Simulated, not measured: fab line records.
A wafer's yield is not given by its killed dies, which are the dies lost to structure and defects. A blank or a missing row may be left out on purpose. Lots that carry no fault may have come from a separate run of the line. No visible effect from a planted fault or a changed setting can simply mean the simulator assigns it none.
A lot that was struck, set against a sound lot    flow nand_harc    15 out of 1302 route steps
Sound: wafers L747.1, L747.2, L747.5. The struck wafers were L749.2, L749.5, L749.6. At the end, the cause is stated.
Each step with rows lists, per side, the tool, then ch with its chambers, then its first start. Under that, the readings that differ: sound wafers    struck wafers    difference of the means    sigmas: that difference in standard deviations of wafers without a fault.
alike: same words and numbers on both sides, and readings whose means sit less than 2 such deviations apart. not compared: any withheld reading, any reading some wafer has no value for, any bound like >300 that may hide the same value, and any number with overlapping values for which the record gives no deviation.
Wherever a step has rows on one side only, a row that says differs or no value, or a row with sigmas, the two part there. Numbers that don't overlap but have no deviation are shown without sigmas and don't part them. Lack of a reading on every wafer of one side parts them only where that side has two or more wafers.

NHARC_A_CONTACT_OVL_MEAS_70:
  sound: overlay-02 at day 25 08:19; struck: overlay-02 at day 25 21:07
  alike: overlay_x_nm, overlay_y_nm
NHARC_A_CONTACT_INSPECT_71:
  sound: defect_inspect-01 at day 25 08:21; struck: defect_inspect-02 at day 25 21:08
  alike: raw_defect_count
NHARC_A_CONTACT_DESCUM_74: chemistry O2, time 3 s.
  sound on rie_diel-07 ch 0,2,3, day 25 08:25; struck on rie_diel-07 ch 0,1,3, day 25 21:13
  alike: chamber_pressure_mTorr, drypump_motor_current_A, oes_product_au, rf_vpp_V, showerhead_plenum_p_Torr, throttle_valve_pct
  not compared: rf_hours_counter_h
then, 1 step without rows for these wafers: NHARC_A_CONTACT_ETCH_75 (etches the open film in CF4, target depth 39 nm, time 65 s).
NHARC_A_CONTACT_ETCH_76: etches the open film in N2/H2, target depth 260 nm, time 475.3 s.
  sound: rie_diel-07 ch 0,1,2; struck: rie_diel-07 ch 0,1
  alike: bias_w, chamber_pressure_mTorr, drypump_motor_current_A, oes_product_au, rf_vpp_V, showerhead_plenum_p_Torr, throttle_valve_pct
  not compared: rf_hours_counter_h
NHARC_A_CONTACT_ETCH_77: etches the open film in CF4/CHF3, target depth 108.9 nm, time 54.5 s.
  sound: rie_diel-07 ch 0,2,3; struck: rie_diel-07 ch 1,2,3
  alike: bias_w, cf4_flow_sccm, chamber_pressure_mTorr, drypump_motor_current_A, oes_product_au, rf_vpp_V, showerhead_plenum_p_Torr, throttle_valve_pct
  not compared: rf_hours_counter_h
then, 4 steps without rows for these wafers: NHARC_A_CONTACT_ETCH_78 (etches the open film in O2/COS, target depth 5300 nm, time 1378 s); NHARC_A_CONTACT_ETCH_124 (etches the open film in C4F8/O2/Ar, time 140 s, target depth 700 nm); NHARC_A_CONTACT_ETCH_125 (etches the open film in C4F8/O2/Ar, time 197 s, target depth 1918 nm); NHARC_A_CONTACT_ETCH_126 (etches the open film in C4F8/O2/Ar, time 197 s, target depth 1918 nm).
NHARC_A_CONTACT_ETCH_127: etches the open film in C4F8/O2/Ar, time 197 s, target depth 1918 nm.
  sound on har_cap_etch-02 ch 0,1, day 25 10:31; struck on har_cap_etch-01 ch 0,1, day 25 23:20
  alike: chamber_pressure_mTorr, oes_air_line_au
  not compared: rf_hours_counter_h
NHARC_A_CONTACT_ETCH_128: etches the open film in C4F8/O2/Ar, time 197 s, target depth 1918 nm.
  sound on har_cap_etch-02 ch 0,1, day 25 10:41; struck on har_cap_etch-01 ch 0,1, day 25 23:31
  alike: chamber_pressure_mTorr, oes_air_line_au
  not compared: rf_hours_counter_h
NHARC_A_CONTACT_ETCH_129: etches the open film in C4F8/O2/Ar, time 197 s, target depth 1918 nm.
  sound on har_cap_etch-02 ch 0,1, day 25 10:52; struck on har_cap_etch-01 ch 0,1, day 25 23:41
  no value came back on the struck wafers for chamber_pressure_mTorr (mTorr), oes_air_line_au (a.u.); on the sound wafers chamber_pressure_mTorr (mTorr) reads 19.999 20.021 20.003
  not compared: rf_hours_counter_h
then, 1 step without rows for these wafers: NHARC_A_CONTACT_ETCH_130 (etches the open film in C4F8/O2/Ar, time 197 s, target depth 1918 nm).
-- the record jumps here: 2 days lie between the struck wafers' starts before and after (it left off in module A_CONTACT and takes up again in module END, whose first step shown is number 1302 of the route) --
NHARC_END_SORT_01:
  here the record holds rows for the struck wafers (prober-01 ch 0, day 28 08:01) but none for the sound ones

## WHERE THEY PART
At NHARC_A_CONTACT_ETCH_129 first; at NHARC_END_SORT_01 last (within this record only).

WHY: the cause the simulator had injected
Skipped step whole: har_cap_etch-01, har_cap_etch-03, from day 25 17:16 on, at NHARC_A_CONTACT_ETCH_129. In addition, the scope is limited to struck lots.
